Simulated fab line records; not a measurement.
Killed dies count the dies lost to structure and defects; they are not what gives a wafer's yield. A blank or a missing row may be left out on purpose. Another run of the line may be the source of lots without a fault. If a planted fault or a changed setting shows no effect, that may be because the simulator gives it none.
fab line records	flow nand-harc
record: lots: 7	wafers: 18	last-day: 33
route steps=1302 shown A_ONON_D2@546 END@1302
lots with no fault: from the same line, run without faults
start-h: hours from the record's opening day to when the first of the lot's shown wafers began	wait-h: hours since the lot's step before	" repeats the value in the row above	L1.1+2: one row covering several wafers at once	- either no value or no given start	* or withheld: withheld	< > ~ a bound
route shown NAME@n: NAME is a module with steps in the file, n the number in the route of the first one	usual: average and standard deviation across the fault-free wafers	same: alike in all rows	chamber/n: place in a boat	sites: the reading at each site	_std_site: their standard deviation	_edge_site: mean of outer sites minus mean of inner sites	radius-mm: how far each site lies from the wafer's centre	mask NAME#n: copy n	behind: the most recent tool/chamber to have shaped the wafer	hold: what put the lot on hold/how long, in hours/how the hold closed	device: the n, p or np transistor that did not switch	end of line: the route-end tests of the same wafers	a step without rows: its recipe alone	killed: dies lost to structure and defects at the first sort, not the wafer's yield	map: shows each die of a wafer: x if killed, . if not, _ if none is there
set.NAME: the run value of the setting; set.NAME@STEP: its run value at that earlier step	model.NAME: the simulator's own value behind a step, which no gauge read
lots at selected steps of the route; one table per step, one row per wafer
services: from which hour (start-h, from the record's first day; less than 0 if before it) a tool's chamber was out of use, for how many hours, and why
== steps ==
step: NHARC_A_ONON_D2_THK_MEAS_02
recipe: thk-meas-gauge: ellipsometry
usual: thk-nm: 1000/11
lot.wafer	tool	chamber	start-h	wait-h	thk-nm
L278.3	film-metro-02	-	298.73	-	1001
L278.4	"	-	"	"	999
L278.6	"	-	"	"	999
L279.2	film-metro-02	-	309.48	-	1024
L279.3	"	-	"	"	1024
L279.5	"	-	"	"	1024
L281.3	film-metro-02	-	319.81	-	1008
L281.4	"	-	"	"	1006
L281.6	"	-	"	"	1006
L292.1	film-metro-01	-	414.02	-	990
L292.5	"	-	"	"	991
L293.1	film-metro-02	-	433.87	-	999
L293.3	"	-	"	"	1001
L295.3	film-metro-01	-	445.42	-	990
L295.5	"	-	"	"	990
L299.2	film-metro-01	-	492.29	-	1001
L299.4	"	-	"	"	1002
L299.6	"	-	"	"	1002
step: NHARC_A_ONON_D2_DEP_03
recipe: target-thk-a: 10000	n2-flow-sccm: 2750	n2o-flow-sccm: 2000	nh3-flow-sccm: 500	sih4-flow-sccm: 210	temp-c: 400
step: NHARC_A_ONON_D2_THK_MEAS_05
recipe: thk-meas-gauge: ellipsometry
usual: thk-nm: 999/12
lot.wafer	tool	chamber	start-h	wait-h	thk-nm
L278.3	film-metro-02	-	299.29	-	1023
L278.4	"	-	"	"	1022
L278.6	"	-	"	"	1023
L279.2	film-metro-01	-	310.04	-	992
L279.3	"	-	"	"	992
L279.5	"	-	"	"	991
L281.3	film-metro-01	-	320.37	-	1006
L281.4	"	-	"	"	1008
L281.6	"	-	"	"	1008
L292.1	film-metro-02	-	414.59	-	1002
L292.5	"	-	"	"	1000
L293.1	film-metro-01	-	434.44	-	987
L293.3	"	-	"	"	989
L295.3	film-metro-02	-	445.98	-	989
L295.5	"	-	"	"	990
L299.2	film-metro-01	-	493.03	-	1013
L299.4	"	-	"	"	1016
L299.6	"	-	"	"	1016
step: NHARC_A_ONON_D2_DEP_06
recipe: target-thk-a: 10000	n2-flow-sccm: 2750	n2o-flow-sccm: 2000	nh3-flow-sccm: 500	sih4-flow-sccm: 210	temp-c: 400
step: NHARC_A_ONON_D2_THK_MEAS_08
recipe: thk-meas-gauge: ellipsometry
usual: thk-nm: 1002/8.1
lot.wafer	tool	chamber	start-h	wait-h	thk-nm
L278.3	film-metro-01	-	299.86	-	1004
L278.4	"	-	"	"	1007
L278.6	"	-	"	"	1005
L279.2	film-metro-01	-	310.61	-	992
L279.3	"	-	"	"	992
L279.5	"	-	"	"	991
L281.3	film-metro-01	-	320.95	-	991
L281.4	"	-	"	"	991
L281.6	"	-	"	"	991
L292.1	film-metro-01	-	415.16	-	1006
L292.5	"	-	"	"	1006
L293.1	film-metro-02	-	435.00	-	997
L293.3	"	-	"	"	996
L295.3	film-metro-01	-	446.54	-	1005
L295.5	"	-	"	"	1007
L299.2	film-metro-01	-	493.73	-	1005
L299.4	"	-	"	"	1004
L299.6	"	-	"	"	1005
step: NHARC_A_ONON_D2_DEP_09
recipe: target-thk-a: 10000	n2-flow-sccm: 2750	n2o-flow-sccm: 2000	nh3-flow-sccm: 500	sih4-flow-sccm: 210	temp-c: 400
step: NHARC_A_ONON_D2_THK_MEAS_11
recipe: thk-meas-gauge: ellipsometry
usual: thk-nm: 1001/9.5
lot.wafer	tool	chamber	start-h	wait-h	thk-nm
L278.3	film-metro-02	-	300.43	-	1000
L278.4	"	-	"	"	999
L278.6	"	-	"	"	999
L279.2	film-metro-02	-	311.17	-	1008
L279.3	"	-	"	"	1007
L279.5	"	-	"	"	1005
L281.3	film-metro-01	-	321.51	-	1008
L281.4	"	-	"	"	1008
L281.6	"	-	"	"	1010
L292.1	film-metro-01	-	415.73	-	1009
L292.5	"	-	"	"	1011
L293.1	film-metro-02	-	435.57	-	1001
L293.3	"	-	"	"	1002
L295.3	film-metro-02	-	447.12	-	1004
L295.5	"	-	"	"	1004
L299.2	film-metro-02	-	494.43	-	995
L299.4	"	-	"	"	993
L299.6	"	-	"	"	993
step: NHARC_A_ONON_D2_DEP_12
recipe: target-thk-a: 10000	n2-flow-sccm: 2750	n2o-flow-sccm: 2000	nh3-flow-sccm: 500	sih4-flow-sccm: 210	temp-c: 400
step: NHARC_A_ONON_D2_THK_MEAS_14
recipe: thk-meas-gauge: ellipsometry
usual: thk-nm: 996/7.8
lot.wafer	tool	chamber	start-h	wait-h	thk-nm
L278.3	film-metro-01	-	301.00	-	991
L278.4	"	-	"	"	992
L278.6	"	-	"	"	990
L279.2	film-metro-01	-	311.75	-	984
L279.3	"	-	"	"	984
L279.5	"	-	"	"	984
L281.3	film-metro-02	-	322.09	-	1005
L281.4	"	-	"	"	1007
L281.6	"	-	"	"	1007
L292.1	film-metro-01	-	416.30	-	1007
L292.5	"	-	"	"	1008
L293.1	film-metro-01	-	436.13	-	1006
L293.3	"	-	"	"	1008
L295.3	film-metro-01	-	447.70	-	996
L295.5	"	-	"	"	996
L299.2	film-metro-02	-	495.13	-	989
L299.4	"	-	"	"	989
L299.6	"	-	"	"	989
step: NHARC_A_ONON_D2_ANNEAL_15
recipe: temp-c: 750	time-s: 3600
step: NHARC_A_ONON_D2_DEP_16
recipe: target-thk-a: 10000	n2-flow-sccm: 2750	n2o-flow-sccm: 2000	nh3-flow-sccm: 500	sih4-flow-sccm: 210	temp-c: 400
step: NHARC_A_ONON_D2_THK_MEAS_18
recipe: thk-meas-gauge: ellipsometry
usual: thk-nm: 996/8.2
lot.wafer	tool	chamber	start-h	wait-h	thk-nm
L278.3	film-metro-02	-	308.71	-	995
L278.4	"	-	"	"	995
L278.6	"	-	"	"	997
L279.2	film-metro-01	-	322.98	-	1008
L279.3	"	-	"	"	1008
L279.5	"	-	"	"	1009
L281.3	film-metro-01	-	329.85	-	998
L281.4	"	-	"	"	998
L281.6	"	-	"	"	998
L292.1	film-metro-02	-	423.67	-	992
L292.5	"	-	"	"	991
L293.1	film-metro-02	-	443.50	-	1000
L293.3	"	-	"	"	1001
L295.3	film-metro-02	-	455.07	-	1002
L295.5	"	-	"	"	1002
L299.2	film-metro-02	-	502.69	-	1011
L299.4	"	-	"	"	1009
L299.6	"	-	"	"	1012
step: NHARC_A_ONON_D2_DEP_19
recipe: target-thk-a: 10000	n2-flow-sccm: 2750	n2o-flow-sccm: 2000	nh3-flow-sccm: 500	sih4-flow-sccm: 210	temp-c: 400
usual: sih4-flow-sccm: 209.9/0.6
lot.wafer	tool	chamber	start-h	wait-h	sih4-flow-sccm
L278.3	pecvd-onon-04	0	308.88	0.2	209.9
L278.4	"	0	"	"	209.5
L278.6	"	0	"	"	209.5
L279.2	pecvd-onon-02	0	323.09	0.1	209.5
L279.3	"	0	"	"	210.1
L279.5	"	0	"	"	210.4
L281.3	pecvd-onon-04	0	330.02	0.2	209.9
L281.4	"	0	"	"	210.5
L281.6	"	0	"	"	210.2
L292.1	pecvd-onon-02	0	423.72	0.1	210.3
L292.5	"	0	"	"	210.5
L293.1	pecvd-onon-02	0	443.55	0.1	210.6
L293.3	"	0	"	"	210.1
L295.3	pecvd-onon-02	0	455.24	0.2	209.6
L295.5	"	0	"	"	209.8
L299.2	pecvd-onon-01	0	502.81	0.1	210.4
L299.4	"	0	"	"	210.4
L299.6	"	0	"	"	211.0
step: NHARC_A_ONON_D2_THK_MEAS_21
recipe: thk-meas-gauge: ellipsometry
usual: thk-nm: 1001/9.5
lot.wafer	tool	chamber	start-h	wait-h	thk-nm
L278.3	film-metro-01	-	309.27	-	998
L278.4	"	-	"	"	997
L278.6	"	-	"	"	998
L279.2	film-metro-02	-	323.54	-	998
L279.3	"	-	"	"	999
L279.5	"	-	"	"	999
L281.3	film-metro-02	-	330.41	-	1009
L281.4	"	-	"	"	1011
L281.6	"	-	"	"	1009
L292.1	film-metro-01	-	424.23	-	1521
L292.5	"	-	"	"	1000
L293.1	film-metro-01	-	444.06	-	1533
L293.3	"	-	"	"	1535
L295.3	film-metro-01	-	455.64	-	1533
L295.5	"	-	"	"	1011
L299.2	film-metro-02	-	503.26	-	1018
L299.4	"	-	"	"	1016
L299.6	"	-	"	"	1018
step: NHARC_A_ONON_D2_DEP_22
recipe: target-thk-a: 10000	n2-flow-sccm: 2750	n2o-flow-sccm: 2000	nh3-flow-sccm: 500	sih4-flow-sccm: 210	temp-c: 400
step: NHARC_END_SORT_01
recipe: temp-c: 25
usual: killed-at-array: 59/20	killed-at-other: 0.8/1	killed-at-periphery: 3.2/2.1	killed-dies: 63/21	killed-open: 3.0/1.9	killed-short: 2.3/1.5
same: gross-dies: 677
lot.wafer	tool	chamber	start-h	wait-h	killed-at-array	killed-at-other	killed-at-periphery	killed-dies	killed-open	killed-short
L292.1	prober-01	0	709.27	2.5	675	1	1	677	2	3
L293.1	prober-01	0	717.03	2.5	672	0	5	677	4	6
L293.3	prober-01	0	718.63	3.1	671	1	5	677	4	2
L295.3	prober-01	0	745.78	3.1	674	2	1	677	6	1
killed by level:class
L292.1 A_ONON_D2:area-dep=646 A_CHANNEL_HOLE_D1:chamber-film-flake=10 A_SLIT:chamber-film-flake=4 A_ZERO_WELL:chamber-film-flake=2 A_DECK1_JOINT:chamber-film-flake=2 A_SGD_CUT:chamber-film-flake=2 A_WL_FILL:chamber-film-flake=2 P_GATE:geometric-particle:open=1
L293.1 A_ONON_D2:area-dep=580 A_SLIT:chamber-film-flake=34 A_CHANNEL_HOLE_D1:chamber-film-flake=25 A_CHANNEL_HOLE_D2:chamber-film-flake=19 A_CHANNEL_FILL_D1:chamber-film-flake=4 P_STI:chamber-film-flake=2 P_GATE:geometric-particle:open=1 P_M0:geometric-particle:short=1
L293.3 A_ONON_D2:area-dep=580 A_SLIT:chamber-film-flake=31 A_CHANNEL_HOLE_D2:chamber-film-flake=25 A_CHANNEL_HOLE_D1:chamber-film-flake=24 A_CONTACT:chamber-film-flake=5 A_ONON_D2:geometric-particle:open=2 P_STI:chamber-film-flake=2 P_CONTACT:chamber-film-flake=2
L295.3 A_ONON_D2:area-dep=592 A_SLIT:chamber-film-flake=29 A_CHANNEL_HOLE_D1:chamber-film-flake=21 A_CHANNEL_HOLE_D2:chamber-film-flake=17 A_CONTACT:chamber-film-flake=3 A_ZERO_WELL:chamber-film-flake=2 A_STAIRCASE:chamber-film-flake=2 THIN_TSV:chamber-film-flake=2
map L292.1 (x killed, . not)
____________x____________
_________xxxxxxx_________
_______xxxxxxxxxxx_______
______xxxxxxxxxxxxx______
_____xxxxxxxxxxxxxxx_____
____xxxxxxxxxxxxxxxxx____
____xxxxxxxxxxxxxxxxx____
___xxxxxxxxxxxxxxxxxxx___
___xxxxxxxxxxxxxxxxxxx___
__xxxxxxxxxxxxxxxxxxxxx__
__xxxxxxxxxxxxxxxxxxxxx__
_xxxxxxxxxxxxxxxxxxxxxxx_
_xxxxxxxxxxxxxxxxxxxxxxx_
_xxxxxxxxxxxxxxxxxxxxxxx_
_xxxxxxxxxxxxxxxxxxxxxxx_
_xxxxxxxxxxxxxxxxxxxxxxx_
xxxxxxxxxxxxxxxxxxxxxxxxx
xxxxxxxxxxxxxxxxxxxxxxxxx
xxxxxxxxxxxxxxxxxxxxxxxxx
xxxxxxxxxxxxxxxxxxxxxxxxx
xxxxxxxxxxxxxxxxxxxxxxxxx
_xxxxxxxxxxxxxxxxxxxxxxx_
_xxxxxxxxxxxxxxxxxxxxxxx_
_xxxxxxxxxxxxxxxxxxxxxxx_
_xxxxxxxxxxxxxxxxxxxxxxx_
_xxxxxxxxxxxxxxxxxxxxxxx_
__xxxxxxxxxxxxxxxxxxxxx__
__xxxxxxxxxxxxxxxxxxxxx__
___xxxxxxxxxxxxxxxxxxx___
___xxxxxxxxxxxxxxxxxxx___
____xxxxxxxxxxxxxxxxx____
____xxxxxxxxxxxxxxxxx____
_____xxxxxxxxxxxxxxx_____
______xxxxxxxxxxxxx______
_______xxxxxxxxxxx_______
_________xxxxxxx_________
____________x____________
map L293.1 (x killed, . not)
____________x____________
_________xxxxxxx_________
_______xxxxxxxxxxx_______
______xxxxxxxxxxxxx______
_____xxxxxxxxxxxxxxx_____
____xxxxxxxxxxxxxxxxx____
____xxxxxxxxxxxxxxxxx____
___xxxxxxxxxxxxxxxxxxx___
___xxxxxxxxxxxxxxxxxxx___
__xxxxxxxxxxxxxxxxxxxxx__
__xxxxxxxxxxxxxxxxxxxxx__
_xxxxxxxxxxxxxxxxxxxxxxx_
_xxxxxxxxxxxxxxxxxxxxxxx_
_xxxxxxxxxxxxxxxxxxxxxxx_
_xxxxxxxxxxxxxxxxxxxxxxx_
_xxxxxxxxxxxxxxxxxxxxxxx_
xxxxxxxxxxxxxxxxxxxxxxxxx
xxxxxxxxxxxxxxxxxxxxxxxxx
xxxxxxxxxxxxxxxxxxxxxxxxx
xxxxxxxxxxxxxxxxxxxxxxxxx
xxxxxxxxxxxxxxxxxxxxxxxxx
_xxxxxxxxxxxxxxxxxxxxxxx_
_xxxxxxxxxxxxxxxxxxxxxxx_
_xxxxxxxxxxxxxxxxxxxxxxx_
_xxxxxxxxxxxxxxxxxxxxxxx_
_xxxxxxxxxxxxxxxxxxxxxxx_
__xxxxxxxxxxxxxxxxxxxxx__
__xxxxxxxxxxxxxxxxxxxxx__
___xxxxxxxxxxxxxxxxxxx___
___xxxxxxxxxxxxxxxxxxx___
____xxxxxxxxxxxxxxxxx____
____xxxxxxxxxxxxxxxxx____
_____xxxxxxxxxxxxxxx_____
______xxxxxxxxxxxxx______
_______xxxxxxxxxxx_______
_________xxxxxxx_________
____________x____________
== services ==
tool	chamber	start-h	hours	kind
pecvd-onon-04	-	311.46	13.0	pm
pecvd-onon-02	-	327.18	0.1	repair
pecvd-onon-02	-	366.53	13.0	pm
pecvd-onon-01	-	450.00	13.0	pm
pecvd-onon-02	-	464.77	2.9	repair
pecvd-onon-04	-	492.60	13.0	pm
== key ==
first-sign: step: NHARC_A_ONON_D2_THK_MEAS_21	reading: thk-nm	direction: up	sigmas: 56	usual: 1001	struck: 1530
effect: step: NHARC_END_SORT_01	reading: killed-at-array	direction: up	sigmas: 30	usual: 59	struck: 673
more-kills-born-at: NHARC_A_ONON_D2_DEP_19@pecvd-onon-02: 2398
met-at NHARC_A_ONON_D2_DEP_19
struck-wafers L292.1,L293.1,L293.3,L295.3
later-rows-left-out L292.1,L293.1,L293.3,L295.3
tester-left-out L292,L293,L295
onset-between 323.09 423.72
fault: kind: process-parameter-drift	tool: pecvd-onon-02	chamber: -	onset-h: 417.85	steps: NHARC_A_ONON_D2_DEP_19	channel: target-thk-a	offset: *	shape: step	end-h: 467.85	scope: struck-wafers-only	acts-in: *	stated: *
tester-left-out: of these lots the tester's yield and bins aren't shown, on N5 and GAA mostly nor the transistor test; their killed dies are dies lost to structure and defects alone, not to doping, threshold or leakage, so they don't give the yield
later-rows-left-out: the simulator's readings of these wafers behind a module that went badly wrong aren't trusted and aren't shown, but for the sort
